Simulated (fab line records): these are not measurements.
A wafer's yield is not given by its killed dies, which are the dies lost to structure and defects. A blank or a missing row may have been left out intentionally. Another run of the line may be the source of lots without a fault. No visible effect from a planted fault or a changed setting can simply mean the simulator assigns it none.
Problem report in the 8D (eight disciplines) form, filled by code -- flow nand harc -- the parts of the form that need people (team, actions taken, sign-off) are left out

## 1. THE PROBLEM
Mean of time to endpoint s at NHARC_P_M2_CMP_23: 51.5 s across 2 wafers in 2 lots; on wafers with no fault it is 29.2 s (standard deviation 2). Measured from the usual mean, that is +11 standard deviations.
The step: polishes, t overpolish 20 s, target thk 144.3 nm.
Seen first at day 10 22:19 on cmp-01, wafer L738.3. The record holds 37 wafers of 13 lots with a number at this step. By rule, "out" or "out of limits" means more than 4 standard deviations away from the usual mean. Any other wafer with a number is counted as sound.

## 2. WHAT IT IS, WHAT IT ISN'T
question,is,is not
which readings at this step,time to endpoint s,motor current A
which lots,"L738, L740","L719, L720, L721, L724, L726, L727, L728, L729, L731, L734, L742"
which wafers of those lots,"L738.3, L740.6","L738.2, L740.1"
read on which tools,"cmp-01, cmp-04",cmp-03
when,from day 10 22:19,"up to then (31 sound wafers); but 4 sound wafers of L740, L742 came after"

## 3. SUSPECTS, AND WHAT RULES EACH OUT
Counting: if a tool at a process step up to the reading ran every lot that is out, it stays a suspect. Sound lots after the first of them don't rule it out here, since some wafers of a struck lot are sound.
- rtp anneal-01 at NHARC_P_M1_ANNEAL_31 (time 90 s): kept. Every lot that is out went through it, the first being L738 (day 10 17:46); the last sound lot it ran before that was L731 (day 9 09:30).
- pvd sputter-03 at NHARC_P_M2_PRE_CLEAN_30 (time 30 s): kept. Every lot that is out went through it, the first being L738 (day 10 21:35); the last sound lot it ran before that was L724 (day 7 05:36). Because NHARC_P_M2_PRE_CLEAN_30 lacks a start for some lots, the hours and order of its lots are taken from NHARC_P_M2_ECD_22.
- ecd cu-01 at NHARC_P_M2_ECD_22 (material Cu, target thk 400 nm): kept. Every lot that is out went through it, the first being L738 (day 10 21:35); the last sound lot it ran before that was L734 (day 9 22:02).
Left after counting: rtp anneal-01 at NHARC_P_M1_ANNEAL_31, pvd sputter-03 at NHARC_P_M2_PRE_CLEAN_30, ecd cu-01 at NHARC_P_M2_ECD_22.

## 4. THE CAUSE (what the simulator had put in)
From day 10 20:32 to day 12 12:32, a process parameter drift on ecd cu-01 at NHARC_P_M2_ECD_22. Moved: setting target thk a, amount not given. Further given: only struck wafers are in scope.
This tool is one of the 3 suspects left after counting.

## 5. SEQUENCE OF EFFECTS, ordered by route
Each row: a reading whose mean over the struck wafers that have a number lies more than 3 standard deviations from the usual. Only readings for which the record gives a usual standard deviation are gone through. hours: the time from each lot's start at the first step in this table that gives one to its start at this step, as a median over the lots. sigmas: the change in usual standard deviations.
hours,step,reading,usual,on struck wafers,change,sigmas
0,NHARC_P_M2_CMP_23,time to endpoint s,29.2 s,51.5,+22.3,+11
Process steps it contains:
- NHARC_P_M2_CMP_23: polishes, t overpolish 20 s, target thk 144.3 nm.

## 6. HOW IT WOULD HAVE BEEN CAUGHT EARLIER
The fault began at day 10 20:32; the first out-of-limits reading in this record came at day 10 22:19, 2 hours later.
L740, from the lots that are out (2), started NHARC_P_M2_ECD_22 on ecd cu-01 later than day 10 22:19. A hold on the tool at that time would have spared it.
